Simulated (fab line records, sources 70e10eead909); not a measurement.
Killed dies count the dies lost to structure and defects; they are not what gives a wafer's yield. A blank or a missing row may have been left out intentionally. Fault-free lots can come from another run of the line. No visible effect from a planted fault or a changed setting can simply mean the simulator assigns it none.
What tool caused it?	flow nand_harc	Sampling: 23 lots, 69 wafers, 6 of 1302 route steps

== WHAT THE GAUGES READ, wafer by wafer ==
The record holds no reading of a measuring or inspecting step that can be judged against a usual standard deviation.

== WHICH TOOL RAN EACH LOT (tool, then ch and the chambers of the sampled wafers, then the start) ==
lot	NHARC_A_STAIRCASE_ETCH_192	NHARC_A_STAIRCASE_TRIM_233	NHARC_A_STAIRCASE_ETCH_234	NHARC_A_STAIRCASE_DESCUM_270	NHARC_A_STAIRCASE_ETCH_271	NHARC_A_STAIRCASE_ETCH_452
L075	rie_diel-09 ch 0,1, day 16 15:05 or earlier	rie_diel-02 ch 0,2,3, day 16 15:05 or earlier	rie_diel-02 ch 0,1,3, day 16 15:05 or earlier	rie_diel-02 ch 2,3, day 16 15:05	rie_diel-02 ch 0,1, day 16 15:10	rie_diel-13 ch 2,3, no start
L074	rie_diel-09 ch 1,2,3, day 16 12:04 or earlier	rie_diel-09 ch 1,2, day 16 12:04 or earlier	rie_diel-09 ch 0,1, day 16 12:04 or earlier	rie_diel-13 ch 2,3, day 16 12:04	rie_diel-13 ch 0,2,3, day 16 12:10	rie_diel-02 ch 0,2,3, no start
L077	rie_diel-09 ch 1,2, day 17 09:41 or earlier	rie_diel-02 ch 1,2,3, day 17 09:41 or earlier	rie_diel-02 ch 1,3, day 17 09:41 or earlier	rie_diel-09 ch 0,2, day 17 09:41	rie_diel-09 ch 0,1,3, day 17 09:45	rie_diel-09 ch 0,1,3, no start
L076	rie_diel-02 ch 2,3, day 17 15:00 or earlier	rie_diel-02 ch 0,1,2, day 17 15:00 or earlier	rie_diel-02 ch 0,1,3, day 17 15:00 or earlier	rie_diel-13 ch 1,2,3, day 17 15:00	rie_diel-13 ch 0,1,2, day 17 15:07	rie_diel-13 ch 1,2,3, no start
L078	rie_diel-09 ch 1,2, day 17 16:30 or earlier	rie_diel-09 ch 1,2,3, day 17 16:30 or earlier	rie_diel-09 ch 0,1,2, day 17 16:30 or earlier	rie_diel-13 ch 2,3, day 17 16:30	rie_diel-13 ch 0,2,3, day 17 17:36	rie_diel-09 ch 0,1,2, no start
L079	rie_diel-02 ch 0,1,2, day 18 17:47 or earlier	rie_diel-02 ch 0,1,3, day 18 17:47 or earlier	rie_diel-02 ch 0,1,3, day 18 17:47 or earlier	rie_diel-02 ch 0,1, day 18 17:47	rie_diel-02 ch 0,1,3, day 18 17:52	rie_diel-02 ch 2,3, no start
L080	rie_diel-13 ch 0,1,2, day 19 04:03 or earlier	rie_diel-02 ch 0,1, day 19 04:03 or earlier	rie_diel-02 ch 1,2,3, day 19 04:03 or earlier	rie_diel-02 ch 0,1,3, day 19 04:03	rie_diel-02 ch 0,1,2, day 19 04:10	rie_diel-13 ch 0,2, no start
L081	rie_diel-09 ch 0,1,3, day 19 14:20 or earlier	rie_diel-13 ch 0,1, day 19 14:20 or earlier	rie_diel-13 ch 1,2,3, day 19 14:20 or earlier	rie_diel-13 ch 1,2, day 19 14:20	rie_diel-13 ch 0,1,2, day 19 14:25	rie_diel-13 ch 0,1, no start
L082	rie_diel-02 ch 2,3, day 20 09:19 or earlier	rie_diel-02 ch 0,3, day 20 09:19 or earlier	rie_diel-02 ch 1,2, day 20 09:19 or earlier	rie_diel-09 ch 0,1,2, day 20 09:19	rie_diel-09 ch 1,2,3, day 20 09:24	rie_diel-13 ch 0,2,3, no start
L084	rie_diel-02 ch 0,1,3, day 20 21:28 or earlier	rie_diel-02 ch 1,2,3, day 20 21:28 or earlier	rie_diel-02 ch 0,1, day 20 21:28 or earlier	rie_diel-02 ch 2,3, day 20 21:28	rie_diel-02 ch 0,2,3, day 20 21:33	rie_diel-02 ch 1,2, no start
L083	rie_diel-13 ch 1,2,3, day 20 23:19 or earlier	rie_diel-02 ch 1,2,3, day 20 23:19 or earlier	rie_diel-02 ch 1,2,3, day 20 23:19 or earlier	rie_diel-09 ch 0,1,2, day 20 23:19	rie_diel-09 ch 1,2, day 20 23:23	rie_diel-09 ch 0,1,2, no start
L085	rie_diel-13 ch 0,1,3, day 21 05:34 or earlier	rie_diel-09 ch 0,1,3, day 21 05:34 or earlier	rie_diel-09 ch 0,1,2, day 21 05:34 or earlier	rie_diel-02 ch 1,2,3, day 21 05:34	rie_diel-02 ch 0,1,2, day 21 05:39	rie_diel-02 ch 0,1,2, no start
L086	rie_diel-09 ch 1,2,3, day 21 05:25 or earlier	rie_diel-13 ch 0,1,2, day 21 05:25 or earlier	rie_diel-13 ch 0,1,3, day 21 05:25 or earlier	rie_diel-13 ch 1,2, day 21 05:25	rie_diel-13 ch 0,1,3, day 21 05:31	rie_diel-09 ch 0,2,3, no start
L089	rie_diel-13 ch 1,2,3, day 22 13:57 or earlier	rie_diel-09 ch 0,1, day 22 13:57 or earlier	rie_diel-09 ch 1,2, day 22 13:57 or earlier	rie_diel-13 ch 0,1,3, day 22 13:57	rie_diel-13 ch 2,3, day 22 14:01	rie_diel-09 ch 1,2,3, no start
L088	rie_diel-02 ch 0,1, day 22 19:08 or earlier	rie_diel-09 ch 0,2, day 22 19:08 or earlier	rie_diel-09 ch 0,2,3, day 22 19:08 or earlier	rie_diel-09 ch 0,3, day 22 19:08	rie_diel-09 ch 1,3, day 22 19:13	rie_diel-09 ch 0,2,3, no start
L091	rie_diel-02 ch 1,3, day 23 11:02 or earlier	rie_diel-13 ch 0,2,3, day 23 11:02 or earlier	rie_diel-13 ch 0,2, day 23 11:02 or earlier	rie_diel-13 ch 0,1, day 23 11:02	rie_diel-13 ch 0,3, day 23 11:13	rie_diel-13 ch 0,1, no start
L090	rie_diel-02 ch 1,2, day 23 21:28 or earlier	rie_diel-09 ch 0,2,3, day 23 21:28 or earlier	rie_diel-09 ch 0,2,3, day 23 21:28 or earlier	rie_diel-02 ch 1,2, day 23 21:28	rie_diel-02 ch 2,3, day 23 21:33	rie_diel-09 ch 0,1, no start
L093	rie_diel-13 ch 1,2, day 23 20:37 or earlier	rie_diel-09 ch 0,1,3, day 23 20:37 or earlier	rie_diel-09 ch 0,2,3, day 23 20:37 or earlier	rie_diel-09 ch 0,1,3, day 23 20:37	rie_diel-09 ch 0,3, day 23 20:42	rie_diel-02 ch 0,2,3, no start
L092	rie_diel-09 ch 0,2,3, day 24 14:11 or earlier	rie_diel-13 ch 2,3, day 24 14:11 or earlier	rie_diel-13 ch 0,3, day 24 14:11 or earlier	rie_diel-02 ch 0,2,3, day 24 14:11	rie_diel-02 ch 1,2,3, day 24 14:17	rie_diel-13 ch 0,3, no start
L094	rie_diel-13 ch 0,1,2, day 24 21:53 or earlier	rie_diel-09 ch 0,2,3, day 24 21:53 or earlier	rie_diel-09 ch 1,2,3, day 24 21:53 or earlier	rie_diel-13 ch 0,1,3, day 24 21:53	rie_diel-13 ch 0,1,2, day 24 22:23	rie_diel-02 ch 0,1,2, no start
L095	rie_diel-02 ch 0,1,2, day 25 01:29 or earlier	rie_diel-09 ch 0,1,2, day 25 01:29 or earlier	rie_diel-09 ch 0,1,2, day 25 01:29 or earlier	rie_diel-09 ch 0,1,3, day 25 01:29	rie_diel-09 ch 1,2, day 25 01:35	rie_diel-02 ch 0,2,3, no start
L096	rie_diel-09 ch 0,1,3, day 25 22:41 or earlier	rie_diel-02 ch 0,2,3, day 25 22:41 or earlier	rie_diel-02 ch 0,1, day 25 22:41 or earlier	rie_diel-02 ch 0,1,2, day 25 22:41	rie_diel-02 ch 0,1,2, day 25 22:47	rie_diel-13 ch 1,2,3, no start
L097	rie_diel-13 ch 0,2,3, day 25 22:50 or earlier	rie_diel-09 ch 2,3, day 25 22:50 or earlier	rie_diel-09 ch 0,1, day 25 22:50 or earlier	rie_diel-13 ch 0,2, day 25 22:50	rie_diel-13 ch 0,2,3, day 25 22:56	rie_diel-02 ch 0,2, no start
- NHARC_A_STAIRCASE_ETCH_192: etches the open film in C4F8/O2, target depth 100 nm, time 40.5 s.
- NHARC_A_STAIRCASE_TRIM_233: chemistry O2, time 211.2 s.
- NHARC_A_STAIRCASE_ETCH_234: etches the open film in C4F8/O2, target depth 100 nm, time 40.5 s.
- NHARC_A_STAIRCASE_DESCUM_270: chemistry O2, time 3 s.
- NHARC_A_STAIRCASE_ETCH_271: etches the open film in CF4/CHF3.
- NHARC_A_STAIRCASE_ETCH_452: etches the open film in CF4/O2, target depth 30 nm, overetch 3 nm, time 16.5 s.

== WHAT THE TOOLS THEMSELVES READ (means of the sampled wafers that have a number; where no wafer has one, the mark that the record gives instead) ==
NHARC_A_STAIRCASE_ETCH_192. Usual: oes_product_au 0.948 a.u., standard deviation 0.01; rf_vpp_V 897 V, standard deviation 5.1.
lot	tool	oes_product_au (a.u.)	rf_vpp_V (V)	flag
L075	rie_diel-09	0.937	900	
L074	rie_diel-09	0.951	897	
L077	rie_diel-09	0.939	900	
L076	rie_diel-02	0.949	893	
L078	rie_diel-09	0.954	899	
L079	rie_diel-02	0.943	898	
L080	rie_diel-13	0.949	897	
L081	rie_diel-09	0.939	897	
L082	rie_diel-02	0.952	900	
L084	rie_diel-02	0.945	896	
L083	rie_diel-13	0.947	896	
L085	rie_diel-13	0.949	899	
L086	rie_diel-09	0.947	896	
L089	rie_diel-13	0.949	896	
L088	rie_diel-02	0.943	897	
L091	rie_diel-02	0.928	898	
L090	rie_diel-02	0.946	902	
L093	rie_diel-13	0.950	897	
L092	rie_diel-09	0.952	898	
L094	rie_diel-13	0.956	896	
L095	rie_diel-02	0.940	899	
L096	rie_diel-09	0.932	897	
L097	rie_diel-13	0.956	895	

NHARC_A_STAIRCASE_TRIM_233. Usual: drypump_motor_current_A 5.8 A, standard deviation 0.43; oes_product_au 1.001 a.u., standard deviation 0.01; rf_vpp_V 57.9 V, standard deviation 0.85; showerhead_plenum_p_Torr 3.56 Torr, standard deviation 0.14; throttle_valve_pct 17.036 %, standard deviation 0.009.
lot	tool	drypump_motor_current_A (A)	oes_product_au (a.u.)	rf_vpp_V (V)	showerhead_plenum_p_Torr (Torr)	throttle_valve_pct (%)	flag
L075	rie_diel-02	5.9	0.997	56.9	3.39	17.025	
L074	rie_diel-09	6.1	1.004	58.5	3.64	17.043	
L077	rie_diel-02	5.5	1.007	58.5	3.50	17.037	
L076	rie_diel-02	5.7	1.002	56.6	3.43	17.035	
L078	rie_diel-09	5.6	1.006	57.5	3.55	17.037	
L079	rie_diel-02	5.7	0.990	58.8	3.52	17.042	
L080	rie_diel-02	5.9	0.995	58.0	3.45	17.041	
L081	rie_diel-13	5.9	0.986	58.2	3.63	17.033	
L082	rie_diel-02	6.1	0.996	56.9	3.41	17.046	
L084	rie_diel-02	5.5	1.002	58.1	3.66	17.041	
L083	rie_diel-02	5.5	0.995	58.1	3.66	17.041	
L085	rie_diel-09	5.6	1.004	57.4	3.56	17.037	
L086	rie_diel-13	5.9	0.999	57.9	3.54	17.034	
L089	rie_diel-09	5.7	1.011	57.6	3.61	17.035	
L088	rie_diel-09	6.2	0.997	58.3	3.71	17.030	
L091	rie_diel-13	5.9	1.016	57.8	3.51	17.033	
L090	rie_diel-09	5.8	0.997	57.8	3.58	17.046	
L093	rie_diel-09	5.5	0.999	58.0	3.55	17.035	
L092	rie_diel-13	5.8	1.004	57.0	3.43	17.031	
L094	rie_diel-09	5.8	0.997	57.9	3.58	17.033	
L095	rie_diel-09	6.0	1.002	57.6	3.64	17.034	
L096	rie_diel-02	5.9	1.000	58.4	3.54	17.040	
L097	rie_diel-09	5.4	1.003	58.1	3.45	17.034	

NHARC_A_STAIRCASE_ETCH_234. Usual: oes_product_au 0.946 a.u., standard deviation 0.011; rf_vpp_V 897 V, standard deviation 5.2.
lot	tool	oes_product_au (a.u.)	rf_vpp_V (V)	flag
L075	rie_diel-02	0.955	895	
L074	rie_diel-09	0.935	900	
L077	rie_diel-02	0.954	899	
L076	rie_diel-02	0.946	895	
L078	rie_diel-09	0.948	901	
L079	rie_diel-02	0.947	896	
L080	rie_diel-02	0.933	901	
L081	rie_diel-13	0.946	896	
L082	rie_diel-02	0.944	904	
L084	rie_diel-02	0.938	892	
L083	rie_diel-02	0.941	901	
L085	rie_diel-09	0.946	901	
L086	rie_diel-13	0.945	898	
L089	rie_diel-09	0.961	898	
L088	rie_diel-09	0.944	898	
L091	rie_diel-13	0.938	893	
L090	rie_diel-09	0.933	898	
L093	rie_diel-09	0.948	897	
L092	rie_diel-13	0.949	897	
L094	rie_diel-09	0.955	895	
L095	rie_diel-09	0.946	900	
L096	rie_diel-02	0.943	896	
L097	rie_diel-09	0.942	898	

NHARC_A_STAIRCASE_DESCUM_270. Usual: drypump_motor_current_A 5.8 A, standard deviation 0.37; oes_product_au 1.001 a.u., standard deviation 0.0097; rf_vpp_V 57.9 V, standard deviation 0.86; showerhead_plenum_p_Torr 1.93 Torr, standard deviation 0.078; throttle_valve_pct 11.313 %, standard deviation 0.0086.
lot	tool	drypump_motor_current_A (A)	oes_product_au (a.u.)	rf_vpp_V (V)	showerhead_plenum_p_Torr (Torr)	throttle_valve_pct (%)	flag
L075	rie_diel-02	5.7	1.002	57.2	1.87	11.308	
L074	rie_diel-13	5.8	1.002	58.0	1.88	11.321	
L077	rie_diel-09	6.3	1.002	58.6	2.01	11.310	
L076	rie_diel-13	5.9	1.003	58.2	1.91	11.312	
L078	rie_diel-13	5.9	0.995	57.8	1.90	11.312	
L079	rie_diel-02	5.5	0.990	58.2	1.93	11.325	
L080	rie_diel-02	5.7	0.990	57.5	1.91	11.308	
L081	rie_diel-13	5.9	1.006	58.7	1.92	11.316	
L082	rie_diel-09	6.0	1.008	58.1	1.99	11.322	
L084	rie_diel-02	5.6	1.003	59.2	2.02	11.304	
L083	rie_diel-09	6.0	0.998	58.1	1.99	11.321	
L085	rie_diel-02	5.5	0.997	57.7	1.99	11.308	
L086	rie_diel-13	5.8	1.013	57.7	1.87	11.313	
L089	rie_diel-13	5.9	0.996	58.5	1.94	11.316	
L088	rie_diel-09	5.4	0.994	58.0	1.89	11.314	
L091	rie_diel-13	5.9	1.002	58.3	1.96	11.322	
L090	rie_diel-02	5.3	0.988	58.0	2.01	11.318	
L093	rie_diel-09	5.6	0.997	58.2	1.92	11.318	
L092	rie_diel-02	5.8	0.998	57.0	1.92	11.308	
L094	rie_diel-13	5.9	1.002	57.7	1.94	11.311	
L095	rie_diel-09	5.5	0.992	58.8	1.92	11.303	
L096	rie_diel-02	5.7	1.006	58.1	1.94	11.306	
L097	rie_diel-13	5.8	1.002	57.5	1.87	11.311	

NHARC_A_STAIRCASE_ETCH_271. Usual: drypump_motor_current_A 5.8 A, standard deviation 0.39; oes_product_au 0.953 a.u., standard deviation 0.021; rf_vpp_V 370.9 V, standard deviation 2.1; showerhead_plenum_p_Torr 1.59 Torr, standard deviation 0.062; throttle_valve_pct 16.803 %, standard deviation 0.01.
lot	tool	drypump_motor_current_A (A)	oes_product_au (a.u.)	rf_vpp_V (V)	showerhead_plenum_p_Torr (Torr)	throttle_valve_pct (%)	flag
L075	rie_diel-02	5.5	0.934	370.7	1.59	16.804	
L074	rie_diel-13	5.9	0.956	370.5	1.58	16.807	
L077	rie_diel-09	5.6	0.974	371.3	1.59	16.792	
L076	rie_diel-13	5.9	0.942	371.1	1.59	16.799	
L078	rie_diel-13	5.9	0.930	370.8	1.57	16.792	
L079	rie_diel-02	5.7	0.946	370.1	1.57	16.806	
L080	rie_diel-02	5.6	0.928	371.2	1.61	16.804	
L081	rie_diel-13	5.9	0.965	370.1	1.58	16.803	
L082	rie_diel-09	5.6	0.969	370.3	1.58	16.803	
L084	rie_diel-02	5.9	0.971	371.5	1.59	16.806	
L083	rie_diel-09	6.0	0.931	372.1	1.62	16.805	
L085	rie_diel-02	5.7	0.929	371.3	1.60	16.805	
L086	rie_diel-13	5.9	0.979	371.6	1.60	16.812	
L089	rie_diel-13	5.9	0.973	369.9	1.55	16.804	
L088	rie_diel-09	5.2	0.974	368.9	1.53	16.794	
L091	rie_diel-13	5.8	0.948	371.7	1.60	16.800	
L090	rie_diel-02	5.7	0.972	372.3	1.61	16.811	
L093	rie_diel-09	5.4	0.971	369.2	1.56	16.805	
L092	rie_diel-02	5.5	0.921	372.2	1.62	16.805	
L094	rie_diel-13	5.8	0.934	370.7	1.57	16.808	
L095	rie_diel-09	5.8	0.938	371.8	1.59	16.810	
L096	rie_diel-02	5.6	0.969	371.0	1.59	16.803	
L097	rie_diel-13	5.8	0.972	369.9	1.56	16.797	

NHARC_A_STAIRCASE_ETCH_452. Usual: drypump_motor_current_A 5.8 A, standard deviation 0.39; oes_product_au 1.000 a.u., standard deviation 0.0095; rf_vpp_V 198.1 V, standard deviation 1.2; showerhead_plenum_p_Torr 1.35 Torr, standard deviation 0.053; throttle_valve_pct 13.397 %, standard deviation 0.0089.
lot	tool	drypump_motor_current_A (A)	oes_product_au (a.u.)	rf_vpp_V (V)	showerhead_plenum_p_Torr (Torr)	throttle_valve_pct (%)	flag
L075	rie_diel-13	5.8	1.006	197.6	1.33	13.403	
L074	rie_diel-02	5.9	0.995	197.4	1.28	13.390	
L077	rie_diel-09	5.5	0.990	197.1	1.35	13.398	
L076	rie_diel-13	5.9	1.001	198.1	1.33	13.398	
L078	rie_diel-09	6.0	0.994	199.0	1.39	13.398	
L079	rie_diel-02	5.7	0.998	198.0	1.38	13.400	
L080	rie_diel-13	5.9	0.999	198.4	1.34	13.395	
L081	rie_diel-13	5.9	1.000	199.0	1.37	13.396	
L082	rie_diel-13	5.8	1.001	198.6	1.33	13.403	
L084	rie_diel-02	5.3	0.996	198.6	1.40	13.392	
L083	rie_diel-09	6.0	1.003	198.7	1.38	13.396	
L085	rie_diel-02	5.6	0.999	199.0	1.36	13.391	
L086	rie_diel-09	5.8	0.997	198.8	1.36	13.402	
L089	rie_diel-09	5.6	0.996	197.9	1.33	13.395	
L088	rie_diel-09	5.8	0.991	197.7	1.36	13.397	
L091	rie_diel-13	5.8	1.004	198.4	1.37	13.397	
L090	rie_diel-09	6.0	1.000	197.8	1.39	13.405	
L093	rie_diel-02	5.9	0.994	198.2	1.34	13.395	
L092	rie_diel-13	5.9	1.004	198.5	1.36	13.409	
L094	rie_diel-02	5.7	1.003	198.5	1.35	13.391	
L095	rie_diel-02	5.8	0.998	198.1	1.34	13.395	
L096	rie_diel-13	5.9	1.002	197.4	1.32	13.397	
L097	rie_diel-02	5.8	1.004	198.7	1.37	13.394	

== THE ANSWER, worked out from the rows above alone ==
Rule: a lot is off if the mean of its wafers that have a number lies more than 3 standard deviations from the usual mean. A lot without any number at a reading at which 4 lots or more have one is off too. All remaining lots with rows at the step are treated as sound. Order of review: gauges by route order, followed by the tools' own readings, for which a lot's mean as printed above is used. At the first step where some lot is off, the reading lying furthest off is the one used; lots without a number count as furthest.
None of the lots is off at any reading shown; this tells nothing.

== WHAT THE SIMULATOR PUT IN ==
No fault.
